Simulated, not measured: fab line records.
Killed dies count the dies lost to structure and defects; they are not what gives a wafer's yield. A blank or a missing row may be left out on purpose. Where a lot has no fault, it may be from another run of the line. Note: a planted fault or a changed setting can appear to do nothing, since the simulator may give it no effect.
Split-lot experiment / flow n5_finfet / 21 wafers read across 7 lots, on a route 1938 steps long

ON THE SPLIT
At N5_BEOL_M1_ETCH_70 (etches SOC in N2/H2, target depth 80 nm, overetch 16 nm, time 120 s), the setting bias_w was moved away from the recipe's 150 W on 7 of the 21 wafers read, by -13.3% to +13.7%. This setting was run at the recipe's value on the other wafers.

The reading comes from the split's own step.

THE READING
rf_vpp_V, in V, at N5_BEOL_M1_ETCH_70 (etches SOC in N2/H2, target depth 80 nm, overetch 16 nm, time 120 s). A value of 523.3 V with a standard deviation of 2.2 V is what fault-free wafers of this fab line usually give.

wafer=L076.1; tool, chamber at the split=rie_diel-04, 2; bias_w as run, W=150; against the recipe=recipe; rf_vpp_V, V=521.2; against lot-mates on the recipe=-
wafer=L076.3; tool, chamber at the split=rie_diel-04, 1; bias_w as run, W=164.2; against the recipe=+9.5%; rf_vpp_V, V=556.0; against lot-mates on the recipe=+34.2
wafer=L076.6; tool, chamber at the split=rie_diel-04, 2; bias_w as run, W=150; against the recipe=recipe; rf_vpp_V, V=522.4; against lot-mates on the recipe=-
wafer=L077.3; tool, chamber at the split=rie_diel-02, 2; bias_w as run, W=150; against the recipe=recipe; rf_vpp_V, V=522.8; against lot-mates on the recipe=-
wafer=L077.4; tool, chamber at the split=rie_diel-02, 3; bias_w as run, W=130.1; against the recipe=-13.3%; rf_vpp_V, V=475.1; against lot-mates on the recipe=-47.7
wafer=L077.6; tool, chamber at the split=rie_diel-02, 3; bias_w as run, W=130.1; against the recipe=-13.3%; rf_vpp_V, V=475.0; against lot-mates on the recipe=-47.8
wafer=L078.2; tool, chamber at the split=rie_diel-02, 2; bias_w as run, W=150; against the recipe=recipe; rf_vpp_V, V=522.2; against lot-mates on the recipe=-
wafer=L078.4; tool, chamber at the split=rie_diel-02, 1; bias_w as run, W=150; against the recipe=recipe; rf_vpp_V, V=525.2; against lot-mates on the recipe=-
wafer=L078.5; tool, chamber at the split=rie_diel-02, 2; bias_w as run, W=150; against the recipe=recipe; rf_vpp_V, V=523.7; against lot-mates on the recipe=-
wafer=L081.3; tool, chamber at the split=rie_diel-02, 2; bias_w as run, W=150; against the recipe=recipe; rf_vpp_V, V=522.3; against lot-mates on the recipe=-
wafer=L081.4; tool, chamber at the split=rie_diel-02, 1; bias_w as run, W=150; against the recipe=recipe; rf_vpp_V, V=526.4; against lot-mates on the recipe=-
wafer=L081.6; tool, chamber at the split=rie_diel-02, 3; bias_w as run, W=150; against the recipe=recipe; rf_vpp_V, V=522.5; against lot-mates on the recipe=-
wafer=L091.2; tool, chamber at the split=rie_diel-04, 0; bias_w as run, W=150; against the recipe=recipe; rf_vpp_V, V=522.3; against lot-mates on the recipe=-
wafer=L091.3; tool, chamber at the split=rie_diel-04, 1; bias_w as run, W=150; against the recipe=recipe; rf_vpp_V, V=526.1; against lot-mates on the recipe=-
wafer=L091.6; tool, chamber at the split=rie_diel-04, 1; bias_w as run, W=150; against the recipe=recipe; rf_vpp_V, V=524.5; against lot-mates on the recipe=-
wafer=L093.2; tool, chamber at the split=rie_diel-02, 0; bias_w as run, W=170.5; against the recipe=+13.7%; rf_vpp_V, V=568.3; against lot-mates on the recipe=no lot-mate on the recipe
wafer=L093.4; tool, chamber at the split=rie_diel-02, 3; bias_w as run, W=170.5; against the recipe=+13.7%; rf_vpp_V, V=566.1; against lot-mates on the recipe=no lot-mate on the recipe
wafer=L093.5; tool, chamber at the split=rie_diel-02, 2; bias_w as run, W=170.5; against the recipe=+13.7%; rf_vpp_V, V=564.4; against lot-mates on the recipe=no lot-mate on the recipe
wafer=L095.3; tool, chamber at the split=rie_diel-02, 0; bias_w as run, W=150; against the recipe=recipe; rf_vpp_V, V=525.5; against lot-mates on the recipe=-
wafer=L095.4; tool, chamber at the split=rie_diel-02, 1; bias_w as run, W=150; against the recipe=recipe; rf_vpp_V, V=527.4; against lot-mates on the recipe=-
wafer=L095.5; tool, chamber at the split=rie_diel-02, 0; bias_w as run, W=138.9; against the recipe=-7.4%; rf_vpp_V, V=499.5; against lot-mates on the recipe=-27.0

THE FIT
A straight line over all 21 wafers: rf_vpp_V changes by +3.34 V for each +1% of bias_w; r = +1.00; the points scatter about the line by 2.5 V.
The same after taking each lot's own level away (the mean of its wafers on the recipe; 18 wafers): +3.61 V for each +1%; r = +1.00; scatter 1.3 V.
The reading moves by 49 V for the largest change in bias_w, on that fit.
The lots' own levels span 521.80 to 526.45 V, that is 2.1 times the standard deviation above.
Consequently the slope shifts little with the lot-to-lot level, the two slopes agreeing.
Check: with one of the wafers moved furthest among these (-13.3%) left out of the fit, the line predicts -47.9 V for it against its lot-mates. It came out at -47.7 V against them.
Tool readings at the split's step, against how far the setting was moved: rf_vpp_V r = +1.00.

THESE WAFERS: OTHER SPLITS
Before the reading, these wafers also passed through other splits. Each is held against what the fit with the lots' levels taken away leaves over:
other split on the same wafers=N5_BEOL_M1_EXPOSE_25 dose_mj; wafers away from the commonest value=6; r with rf_vpp_V (lot level and that fit taken away)=-0.27

THE FILE'S OWN FIT
rf_vpp_V changes by +3.61 V for each +1% of bias_w, r = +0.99.
